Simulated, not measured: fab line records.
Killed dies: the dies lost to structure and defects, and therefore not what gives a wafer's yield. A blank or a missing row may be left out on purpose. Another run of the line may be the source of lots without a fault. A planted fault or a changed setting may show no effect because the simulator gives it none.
Which tool is to blame? :: flow n5-finfet :: 12 lots, 36 wafers sampled, at 1 step of a route of 1938

## WHAT EACH GAUGE READ, for each wafer
N5_BEOL_M11_THK_MEAS_53: measures by xrf.
lot: L074
measured: day 11 02:17
on: film-metro-01
M11_THK (nm): 143 150 144

lot: L078
measured: day 11 21:17
on: film-metro-02
M11_THK (nm): 142 142 147

lot: L080
measured: day 11 23:38
on: film-metro-02
M11_THK (nm): 140 143 144

lot: L081
measured: day 12 06:31
on: film-metro-02
M11_THK (nm): 148 148 142

lot: L084
measured: day 13 09:47
on: film-metro-02
M11_THK (nm): 142 148 144

lot: L083
measured: day 13 10:07
on: film-metro-02
M11_THK (nm): 143 144 149

lot: L087
measured: day 13 16:57
on: film-metro-02
M11_THK (nm): 144 151 144

lot: L091
measured: day 14 22:42
on: film-metro-02
M11_THK (nm): 140 140 145

lot: L090
measured: day 15 04:32
on: film-metro-01
M11_THK (nm): 145 146 139

lot: L092
measured: day 15 12:44
on: film-metro-02
M11_THK (nm): 142 144 144

lot: L094
measured: day 16 06:25
on: film-metro-02
M11_THK (nm): 145 147 144

lot: L097
measured: day 16 12:49
on: film-metro-02
M11_THK (nm): 145 151 145

## WHICH TOOL RAN EACH LOT (tool, then ch and the chambers of the sampled wafers, then the start)
Record: no process step prior to these readings.

## THE ANSWER, worked out from the rows above alone
Rule: the lots themselves supply what counts as usual. Put in order of their means at a reading, lots are off if they are a third of the lots or fewer, leave a main group of 4 or more, and stand apart from it by a gap of 3 or more times the standard deviation of the main group's means; of several such gaps the widest counts. Not used: any main group whose means are identical at the precision the tables above print for the reading. A lot without any number at a reading at which 4 lots or more have one is off too. Where the step has rows for the other lots, those lots are counted as sound.
Across all readings shown, no lot is off: no conclusion can be drawn from this.

## WHAT WAS PUT IN BY THE SIMULATOR
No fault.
